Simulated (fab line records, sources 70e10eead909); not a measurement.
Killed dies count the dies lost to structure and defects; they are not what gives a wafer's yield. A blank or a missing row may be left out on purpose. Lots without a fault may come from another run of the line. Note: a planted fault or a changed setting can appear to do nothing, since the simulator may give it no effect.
Which of the tools did it?	flow nand_harc	Sampling: 24 lots, 72 wafers, 6 of 1159 route steps

## WHAT EACH GAUGE READ, for each wafer
Not one reading of a measure or inspect step in the record can be checked against a usual standard deviation.

## TOOL THAT RAN EACH LOT (tool first, then ch and the chambers of the sampled wafers, then the start)
lot	NHARC_A_STAIRCASE_TRIM_198	NHARC_A_STAIRCASE_ETCH_203	NHARC_A_STAIRCASE_TRIM_224	NHARC_A_STAIRCASE_ETCH_236	NHARC_A_STAIRCASE_DESCUM_252	NHARC_A_STAIRCASE_ETCH_253
L074	rie_diel-04 ch 0,2,3, day 11 18:48 or earlier	rie_diel-04 ch 0,2, day 11 18:48 or earlier	rie_diel-03 ch 1,2, day 11 18:48 or earlier	rie_diel-03 ch 0,1, day 11 18:48 or earlier	rie_diel-04 ch 2,3, day 11 18:48	rie_diel-04 ch 1,2,3, day 11 18:54
L075	rie_diel-03 ch 0,1,2, day 11 19:17 or earlier	rie_diel-03 ch 1,2,3, day 11 19:17 or earlier	rie_diel-04 ch 1,2,3, day 11 19:17 or earlier	rie_diel-03 ch 0,1,2, day 11 19:17 or earlier	rie_diel-04 ch 2,3, day 11 19:17	rie_diel-04 ch 0,2,3, day 11 19:29
L076	rie_diel-04 ch 0,2,3, day 12 04:15 or earlier	rie_diel-04 ch 0,3, day 12 04:15 or earlier	rie_diel-03 ch 2,3, day 12 04:15 or earlier	rie_diel-04 ch 0,1,2, day 12 04:15 or earlier	rie_diel-04 ch 0,1,2, day 12 04:15	rie_diel-04 ch 0,2,3, day 12 04:20
L077	rie_diel-04 ch 0,2, day 12 03:54 or earlier	rie_diel-04 ch 2,3, day 12 03:54 or earlier	rie_diel-04 ch 0,3, day 12 03:54 or earlier	rie_diel-09 ch 0,1, day 12 03:54 or earlier	rie_diel-09 ch 1,2,3, day 12 03:54	rie_diel-09 ch 1,3, day 12 03:59
L079	rie_diel-04 ch 0,2, day 12 12:38 or earlier	rie_diel-04 ch 1,2,3, day 12 12:38 or earlier	rie_diel-09 ch 0,2,3, day 12 12:38 or earlier	rie_diel-04 ch 0,3, day 12 12:38 or earlier	rie_diel-09 ch 0,2, day 12 12:38	rie_diel-09 ch 0,1, day 12 12:43
L078	rie_diel-03 ch 0,1,2, day 12 15:33 or earlier	rie_diel-03 ch 0,1,3, day 12 15:33 or earlier	rie_diel-04 ch 1,2, day 12 15:33 or earlier	rie_diel-04 ch 0,1, day 12 15:33 or earlier	rie_diel-09 ch 0,3, day 12 15:33	rie_diel-09 ch 1,2, day 12 15:38
L081	rie_diel-04 ch 1,2,3, day 13 00:22 or earlier	rie_diel-04 ch 1,2, day 13 00:22 or earlier	rie_diel-04 ch 2,3, day 13 00:22 or earlier	rie_diel-03 ch 0,2,3, day 13 00:22 or earlier	rie_diel-09 ch 0,1,3, day 13 00:22	rie_diel-09 ch 1,3, day 13 00:28
L080	rie_diel-09 ch 0,1, day 13 01:38 or earlier	rie_diel-09 ch 2,3, day 13 01:38 or earlier	rie_diel-03 ch 0,1, day 13 01:38 or earlier	rie_diel-03 ch 0,2, day 13 01:38 or earlier	rie_diel-09 ch 0,1, day 13 01:38	rie_diel-09 ch 0,3, day 13 01:46
L084	rie_diel-03 ch 1,2,3, day 13 09:31 or earlier	rie_diel-03 ch 0,1,3, day 13 09:31 or earlier	rie_diel-09 ch 1,2, day 13 09:31 or earlier	rie_diel-09 ch 0,3, day 13 09:31 or earlier	rie_diel-09 ch 0,2,3, day 13 09:31	rie_diel-09 ch 0,1,2, day 13 09:40
L082	rie_diel-03 ch 1,2,3, day 13 09:43 or earlier	rie_diel-03 ch 1,2, day 13 09:43 or earlier	rie_diel-09 ch 1,2, day 13 09:43 or earlier	rie_diel-09 ch 0,2,3, day 13 09:43 or earlier	rie_diel-09 ch 0,1,3, day 13 09:43	rie_diel-09 ch 2,3, day 13 09:47
L083	rie_diel-03 ch 0,1, day 13 10:32 or earlier	rie_diel-03 ch 0,1, day 13 10:32 or earlier	rie_diel-03 ch 2,3, day 13 10:32 or earlier	rie_diel-03 ch 1,2,3, day 13 10:32 or earlier	rie_diel-03 ch 2,3, day 13 10:32	rie_diel-03 ch 0,1,3, day 13 10:37
L085	rie_diel-04 ch 0,1,2, day 13 19:05 or earlier	rie_diel-04 ch 0,1,2, day 13 19:05 or earlier	rie_diel-04 ch 0,1, day 13 19:05 or earlier	rie_diel-04 ch 0,2, day 13 19:05 or earlier	rie_diel-04 ch 0,2, day 13 19:05	rie_diel-04 ch 0,1,3, day 13 19:10
L086	rie_diel-09 ch 1,2,3, day 14 21:01 or earlier	rie_diel-09 ch 0,2,3, day 14 21:01 or earlier	rie_diel-03 ch 3, day 14 21:01 or earlier	rie_diel-03 ch 3, day 14 21:01 or earlier	rie_diel-03 ch 1,3, day 14 21:01	rie_diel-03 ch 1, day 14 21:10
L087	rie_diel-04 ch 1,2,3, day 14 23:56 or earlier	rie_diel-04 ch 0,1,3, day 14 23:56 or earlier	rie_diel-09 ch 1,2,3, day 14 23:56 or earlier	rie_diel-04 ch 1,2,3, day 14 23:56 or earlier	rie_diel-03 ch 1,3, day 14 23:56	rie_diel-03 ch 1,3, day 15 00:28
L088	rie_diel-03 ch 1,3, day 15 00:07	rie_diel-03 ch 1,3, day 15 07:44 or earlier	rie_diel-09 ch 0,2,3, day 15 07:44 or earlier	rie_diel-09 ch 0,2,3, day 15 07:44 or earlier	rie_diel-04 ch 0,2,3, day 15 07:44	rie_diel-04 ch 2,3, day 15 07:49
L089	rie_diel-03 ch 1,3, day 15 00:20	rie_diel-03 ch 1,3, day 15 08:02 or earlier	rie_diel-04 ch 1,3, day 15 08:02 or earlier	rie_diel-04 ch 0,3, day 15 08:02 or earlier	rie_diel-04 ch 1,2, day 15 08:02	rie_diel-04 ch 1,3, day 15 08:07
L090	rie_diel-04 ch 0,3, day 15 13:03 or earlier	rie_diel-04 ch 1,2, day 15 13:03 or earlier	rie_diel-04 ch 1,2,3, day 15 13:03 or earlier	rie_diel-09 ch 0,2, day 15 13:03 or earlier	rie_diel-03 ch 1,2,3, day 15 13:03	rie_diel-03 ch 1,2, day 15 13:08
L091	rie_diel-03 ch 1,2,3, day 15 13:11 or earlier	rie_diel-03 ch 1,2,3, day 15 13:11 or earlier	rie_diel-04 ch 0,3, day 15 13:11 or earlier	rie_diel-04 ch 1,3, day 15 13:11 or earlier	rie_diel-03 ch 1,2,3, day 15 13:11	rie_diel-03 ch 1,2,3, day 15 13:18
L092	rie_diel-04 ch 0,1,2, day 15 21:05 or earlier	rie_diel-04 ch 0,1,3, day 15 21:05 or earlier	rie_diel-04 ch 0,2,3, day 15 21:05 or earlier	rie_diel-04 ch 0,1,3, day 15 21:05 or earlier	rie_diel-04 ch 0,1,2, day 15 21:05	rie_diel-04 ch 0,2,3, day 15 21:11
L096	rie_diel-03 ch 1,2,3, day 16 11:27 or earlier	rie_diel-03 ch 1,2, day 16 11:27 or earlier	rie_diel-09 ch 0,2,3, day 16 11:27 or earlier	rie_diel-09 ch 0,2,3, day 16 11:27 or earlier	rie_diel-09 ch 1,3, day 16 11:27	rie_diel-09 ch 0,1,2, day 16 11:35
L095	rie_diel-03 ch 2,3, day 16 11:13 or earlier	rie_diel-03 ch 2,3, day 16 11:13 or earlier	rie_diel-04 ch 0,1,3, day 16 11:13 or earlier	rie_diel-04 ch 0,3, day 16 11:13 or earlier	rie_diel-09 ch 0,2,3, day 16 11:13	rie_diel-09 ch 1,2, day 16 11:17
L093	rie_diel-03 ch 1,3, day 16 14:15 or earlier	rie_diel-03 ch 1,2,3, day 16 14:15 or earlier	rie_diel-04 ch 0,1,2, day 16 14:15 or earlier	rie_diel-09 ch 1,2,3, day 16 14:15 or earlier	rie_diel-04 ch 2,3, day 16 14:15	rie_diel-04 ch 0,2, day 16 14:23
L094	rie_diel-03 ch 1,2, day 16 17:16 or earlier	rie_diel-03 ch 2,3, day 16 17:16 or earlier	rie_diel-03 ch 1,2,3, day 16 17:16 or earlier	rie_diel-03 ch 1,2, day 16 17:16 or earlier	rie_diel-09 ch 1,2, day 16 17:16	rie_diel-09 ch 0,2,3, day 16 17:22
L097	rie_diel-09 ch 2,3, day 17 02:05 or earlier	rie_diel-09 ch 0,2,3, day 17 02:05 or earlier	rie_diel-04 ch 1,3, day 17 02:05 or earlier	rie_diel-09 ch 0,1,2, day 17 02:05 or earlier	rie_diel-03 ch 2,3, day 17 02:05	rie_diel-03 ch 1,3, day 17 02:26
- NHARC_A_STAIRCASE_TRIM_198: chemistry O2, time 211.2 s.
- NHARC_A_STAIRCASE_ETCH_203: etches the open film in C4F8/O2, target depth 100 nm, time 40.5 s.
- NHARC_A_STAIRCASE_TRIM_224: chemistry O2, time 211.2 s.
- NHARC_A_STAIRCASE_ETCH_236: etches the open film in C4F8/O2, target depth 100 nm, time 40.5 s.
- NHARC_A_STAIRCASE_DESCUM_252: chemistry O2, time 3 s.
- NHARC_A_STAIRCASE_ETCH_253: etches the open film in C4F8/O2, target depth 50 nm, time 20.2 s.

## AS READ BY THE TOOLS THEMSELVES (means over the sampled wafers that have a number; for cases with no such wafer, the mark the record gives instead)
NHARC_A_STAIRCASE_TRIM_198.
lot	tool	drypump_motor_current_A (A)	oes_product_au (a.u.)	rf_vpp_V (V)	showerhead_plenum_p_Torr (Torr)	throttle_valve_pct (%)
L074	rie_diel-04	5.9	1.005	56.8	3.45	17.038
L075	rie_diel-03	5.2	0.999	57.9	3.69	17.031
L076	rie_diel-04	5.9	1.010	56.9	3.45	17.042
L077	rie_diel-04	5.7	1.009	57.2	3.50	17.025
L079	rie_diel-04	5.7	1.011	57.6	3.56	17.033
L078	rie_diel-03	5.2	0.994	58.1	3.68	17.032
L081	rie_diel-04	5.7	1.006	57.6	3.42	17.039
L080	rie_diel-09	5.5	1.001	56.5	3.42	17.037
L084	rie_diel-03	5.1	0.999	57.8	3.59	17.037
L082	rie_diel-03	5.1	1.000	58.1	3.59	17.038
L083	rie_diel-03	5.1	1.011	58.9	3.65	17.036
L085	rie_diel-04	5.5	1.011	57.7	3.47	17.032
L086	rie_diel-09	5.4	1.003	57.9	3.54	17.045
L087	rie_diel-04	5.7	1.013	57.3	3.59	17.037
L088	rie_diel-03	4.9	1.004	57.7	3.55	17.042
L089	rie_diel-03	4.9	1.002	57.2	3.55	17.036
L090	rie_diel-04	6.1	1.009	57.7	3.68	17.027
L091	rie_diel-03	5.1	1.004	57.7	3.58	17.042
L092	rie_diel-04	5.5	0.998	57.6	3.46	17.039
L096	rie_diel-03	5.1	0.991	58.3	3.57	17.038
L095	rie_diel-03	5.3	0.998	57.4	3.45	17.033
L093	rie_diel-03	5.1	1.002	57.1	3.42	17.041
L094	rie_diel-03	5.0	0.997	57.1	3.72	17.029
L097	rie_diel-09	5.6	0.999	58.2	3.66	17.035

NHARC_A_STAIRCASE_ETCH_203.
lot	tool	oes_product_au (a.u.)	rf_vpp_V (V)
L074	rie_diel-04	0.953	897
L075	rie_diel-03	0.951	898
L076	rie_diel-04	0.941	891
L077	rie_diel-04	0.953	895
L079	rie_diel-04	0.946	892
L078	rie_diel-03	0.940	896
L081	rie_diel-04	0.964	893
L080	rie_diel-09	0.964	902
L084	rie_diel-03	0.936	896
L082	rie_diel-03	0.948	904
L083	rie_diel-03	0.944	900
L085	rie_diel-04	0.957	893
L086	rie_diel-09	0.949	900
L087	rie_diel-04	0.952	896
L088	rie_diel-03	0.944	897
L089	rie_diel-03	0.937	892
L090	rie_diel-04	0.953	895
L091	rie_diel-03	0.944	897
L092	rie_diel-04	0.960	896
L096	rie_diel-03	0.935	902
L095	rie_diel-03	0.937	892
L093	rie_diel-03	0.936	898
L094	rie_diel-03	0.935	893
L097	rie_diel-09	0.933	899

NHARC_A_STAIRCASE_TRIM_224.
lot	tool	drypump_motor_current_A (A)	oes_product_au (a.u.)	rf_vpp_V (V)	showerhead_plenum_p_Torr (Torr)	throttle_valve_pct (%)
L074	rie_diel-03	4.9	1.006	57.7	3.72	17.040
L075	rie_diel-04	5.7	1.007	58.1	3.42	17.043
L076	rie_diel-03	5.2	1.000	57.9	3.61	17.036
L077	rie_diel-04	6.1	0.996	58.0	3.34	17.042
L079	rie_diel-09	5.9	0.995	57.6	3.66	17.037
L078	rie_diel-04	5.3	1.009	57.1	3.45	17.034
L081	rie_diel-04	5.9	0.995	57.8	3.49	17.037
L080	rie_diel-03	5.1	1.010	57.9	3.65	17.030
L084	rie_diel-09	5.4	1.013	57.7	3.53	17.033
L082	rie_diel-09	5.4	1.011	57.0	3.53	17.033
L083	rie_diel-03	5.2	0.998	58.7	3.61	17.036
L085	rie_diel-04	5.3	1.009	57.9	3.39	17.037
L086	rie_diel-03	5.3	0.999	56.8	3.31	17.039
L087	rie_diel-09	5.4	1.004	58.0	3.54	17.039
L088	rie_diel-09	5.9	0.999	57.7	3.64	17.028
L089	rie_diel-04	5.9	1.007	57.8	3.65	17.034
L090	rie_diel-04	5.7	1.014	58.3	3.58	17.037
L091	rie_diel-04	5.9	1.005	58.1	3.55	17.049
L092	rie_diel-04	5.9	1.009	57.5	3.61	17.028
L096	rie_diel-09	5.9	0.995	59.2	3.63	17.043
L095	rie_diel-04	5.7	1.009	57.1	3.52	17.029
L093	rie_diel-04	5.5	1.009	57.3	3.46	17.033
L094	rie_diel-03	5.1	0.995	57.7	3.57	17.029
L097	rie_diel-04	5.5	1.016	58.6	3.50	17.039

NHARC_A_STAIRCASE_ETCH_236.
lot	tool	oes_product_au (a.u.)	rf_vpp_V (V)
L074	rie_diel-03	0.919	899
L075	rie_diel-03	0.937	901
L076	rie_diel-04	0.951	894
L077	rie_diel-09	0.941	893
L079	rie_diel-04	0.959	890
L078	rie_diel-04	0.964	892
L081	rie_diel-03	0.922	896
L080	rie_diel-03	0.933	900
L084	rie_diel-09	0.940	901
L082	rie_diel-09	0.938	900
L083	rie_diel-03	0.949	898
L085	rie_diel-04	0.961	896
L086	rie_diel-03	0.932	888
L087	rie_diel-04	0.955	899
L088	rie_diel-09	0.945	899
L089	rie_diel-04	0.946	902
L090	rie_diel-09	0.931	900
L091	rie_diel-04	0.953	900
L092	rie_diel-04	0.950	896
L096	rie_diel-09	0.956	900
L095	rie_diel-04	0.949	902
L093	rie_diel-09	0.928	897
L094	rie_diel-03	0.950	902
L097	rie_diel-09	0.951	895

NHARC_A_STAIRCASE_DESCUM_252.
lot	tool	drypump_motor_current_A (A)	oes_product_au (a.u.)	rf_vpp_V (V)	showerhead_plenum_p_Torr (Torr)	throttle_valve_pct (%)
L074	rie_diel-04	5.9	1.010	56.9	1.90	11.309
L075	rie_diel-04	5.9	0.996	58.1	1.90	11.315
L076	rie_diel-04	5.5	1.014	57.8	1.88	11.315
L077	rie_diel-09	5.4	1.001	58.6	1.93	11.304
L079	rie_diel-09	6.1	0.988	57.5	1.97	11.312
L078	rie_diel-09	5.8	1.004	57.6	2.00	11.305
L081	rie_diel-09	5.7	1.007	57.8	1.92	11.317
L080	rie_diel-09	5.9	0.997	57.6	1.90	11.306
L084	rie_diel-09	5.9	1.006	58.0	1.98	11.318
L082	rie_diel-09	5.7	0.997	57.9	1.92	11.318
L083	rie_diel-03	5.3	0.997	56.8	1.88	11.308
L085	rie_diel-04	5.7	0.997	58.2	1.89	11.309
L086	rie_diel-03	5.1	1.004	57.7	1.86	11.303
L087	rie_diel-03	4.9	1.004	58.5	1.93	11.307
L088	rie_diel-04	5.9	1.003	57.7	1.96	11.306
L089	rie_diel-04	5.5	1.009	57.4	1.90	11.308
L090	rie_diel-03	5.1	1.006	57.3	1.94	11.317
L091	rie_diel-03	5.1	0.997	58.0	1.94	11.318
L092	rie_diel-04	5.5	1.007	57.7	1.87	11.314
L096	rie_diel-09	5.4	1.010	58.2	1.93	11.311
L095	rie_diel-09	5.9	0.992	58.4	1.97	11.302
L093	rie_diel-04	6.0	1.008	58.4	2.03	11.323
L094	rie_diel-09	5.2	1.013	57.4	1.84	11.319
L097	rie_diel-03	5.2	1.000	58.0	1.95	11.299

NHARC_A_STAIRCASE_ETCH_253.
lot	tool	oes_product_au (a.u.)	rf_vpp_V (V)
L074	rie_diel-04	0.946	891
L075	rie_diel-04	0.945	892
L076	rie_diel-04	0.931	892
L077	rie_diel-09	0.976	893
L079	rie_diel-09	0.959	895
L078	rie_diel-09	0.981	896
L081	rie_diel-09	0.929	893
L080	rie_diel-09	0.927	900
L084	rie_diel-09	0.955	895
L082	rie_diel-09	0.950	900
L083	rie_diel-03	0.917	896
L085	rie_diel-04	0.946	896
L086	rie_diel-03	0.963	902
L087	rie_diel-03	0.935	893
L088	rie_diel-04	0.981	901
L089	rie_diel-04	0.976	901
L090	rie_diel-03	0.927	903
L091	rie_diel-03	0.925	897
L092	rie_diel-04	0.978	898
L096	rie_diel-09	0.940	896
L095	rie_diel-09	0.922	896
L093	rie_diel-04	0.931	895
L094	rie_diel-09	0.971	901
L097	rie_diel-03	0.928	892

## THE ANSWER, worked out from the rows above alone
Rule: usual is defined by the lots themselves. Put in order of their means at a reading, lots are off if they are a third of the lots or fewer, leave a main group of 4 or more, and stand apart from it by a gap of 3 or more times the standard deviation of the main group's means; of several such gaps the widest counts. The tables above print the reading to a certain number of digits; a main group whose means all agree to those digits is not used. Also off: a lot with no number at a reading for which 4 or more lots have one. Any other lot the step has rows for is counted as sound. The gauges are gone through in route order, then the tools' own readings, and for those a lot's mean is taken as printed above. The first step at which some lot is off is used, and at that step the reading that is off furthest; a lot without a number counts as furthest.
Across all readings shown, no lot is off: no conclusion can be drawn from this.

## WHAT THE SIMULATOR HAD INSERTED
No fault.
